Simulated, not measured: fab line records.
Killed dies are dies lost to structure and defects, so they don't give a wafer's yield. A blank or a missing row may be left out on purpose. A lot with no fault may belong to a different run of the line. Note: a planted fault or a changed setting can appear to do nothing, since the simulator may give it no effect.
A struck lot beside a sound one ; flow nandHarc ; 12 steps out of a route of 1302
Sound: the wafers L781.1, L781.4, L781.5. Wafers L770.1, L770.5, L770.6 were the ones struck. At the end, the cause is stated.
At each step with rows: each side's tool, then ch and its chambers, then its first start. Under that, the readings that differ: sound wafers ; struck wafers ; difference of the means ; sigmas: that difference in standard deviations of wafers without a fault.
alike: words and numbers the same on both sides, and readings whose means are apart by under 2 such deviations; not compared: readings that were withheld, readings missing a value for some wafer, numbers with overlapping values and no deviation given by the record, and bounds like >300 which may hide the same value.
Wherever a step has rows on one side only, a row that says differs or no value, or a row with sigmas, the two part there. Numbers that don't overlap but have no deviation are shown without sigmas and don't part them. A reading missing from all wafers of one side parts the sides only when that side holds two or more wafers.

first, 3 steps without rows for these wafers: NHARC_A_STAIRCASE_PEB_182 (peb time 130 s); NHARC_A_STAIRCASE_DEVELOP_183 (time 140 s); NHARC_A_STAIRCASE_HARDBAKE_185 (time 140 s).
NHARC_A_STAIRCASE_DESCUM_186: chemistry O2, time 3 s.
  sound on rieDiel-11 ch 0,1, day 21 20:58; struck on rieDiel-09 ch 1,2, day 17 02:41
reading;sound;struck;difference;sigmas
oesProductAu (a.u.);1.017 0.992 1.016;0.989 0.986 0.991;-0.020;-2
  alike: drypumpMotorCurrentA, rfVppV, showerheadPlenumPTorr, throttleValvePct
  not compared: rfHoursCounterH
NHARC_A_STAIRCASE_TRIM_187: chemistry O2, time 211.2 s.
  sound on rieDiel-11 ch 0,1, day 21 21:04; struck on rieDiel-09 ch 0,1,3, day 17 02:47
  alike: drypumpMotorCurrentA, oesProductAu, rfVppV, showerheadPlenumPTorr, throttleValvePct
  not compared: rfHoursCounterH
NHARC_A_STAIRCASE_ETCH_188: etches the open film in C4F8/O2, target depth 100 nm, time 40.5 s.
  sound: rieDiel-11 ch 0,2,3; struck: rieDiel-09 ch 1,2
  alike: biasW, oesProductAu, rfFwdPowerW, rfVppV, runLengthS
  not compared: rfHoursCounterH
then, 3 steps without rows for these wafers: NHARC_A_STAIRCASE_TRIM_189 (chemistry O2, time 211.2 s); NHARC_A_STAIRCASE_ETCH_190 (etches the open film in C4F8/O2, target depth 100 nm, time 40.5 s); NHARC_A_STAIRCASE_TRIM_191 (chemistry O2, time 211.2 s).
NHARC_A_STAIRCASE_ETCH_192: etches the open film in C4F8/O2, target depth 100 nm, time 40.5 s.
  sound: rieDiel-11 ch 1,2,3; struck: rieDiel-09 ch 1,2,3
reading;sound;struck;difference;sigmas
rfFwdPowerW (W);596 597 596;591 591 583;-8;-2
  alike: biasW, oesProductAu, rfVppV, runLengthS
  not compared: rfHoursCounterH
NHARC_A_STAIRCASE_TRIM_193: chemistry O2, time 211.2 s.
  sound: rieDiel-11 ch 1,2,3; struck: rieDiel-09 ch 0,1,2
  alike: drypumpMotorCurrentA, oesProductAu, rfVppV, showerheadPlenumPTorr, throttleValvePct
  not compared: rfHoursCounterH
NHARC_A_STAIRCASE_ETCH_194: etches the open film in C4F8/O2, target depth 100 nm, time 40.5 s.
  sound on rieDiel-11 ch 1,2, day 21 22:27; struck on rieDiel-09 ch 2,3, day 17 03:36
  no value came back on the struck wafers for biasW (W), rfFwdPowerW (W); on the sound wafers biasW (W) reads 997.8 999.6 998.8
reading;sound;struck;difference;sigmas
runLengthS (s);60.8 62.6 60.9;52.4 52.6 52.3;-9.0;-19
  alike: oesProductAu, rfVppV
  not compared: rfHoursCounterH

## WHERE THEY PART
First at NHARC_A_STAIRCASE_DESCUM_186; last, within this record, at NHARC_A_STAIRCASE_ETCH_194.

WHY: what the simulator had put in
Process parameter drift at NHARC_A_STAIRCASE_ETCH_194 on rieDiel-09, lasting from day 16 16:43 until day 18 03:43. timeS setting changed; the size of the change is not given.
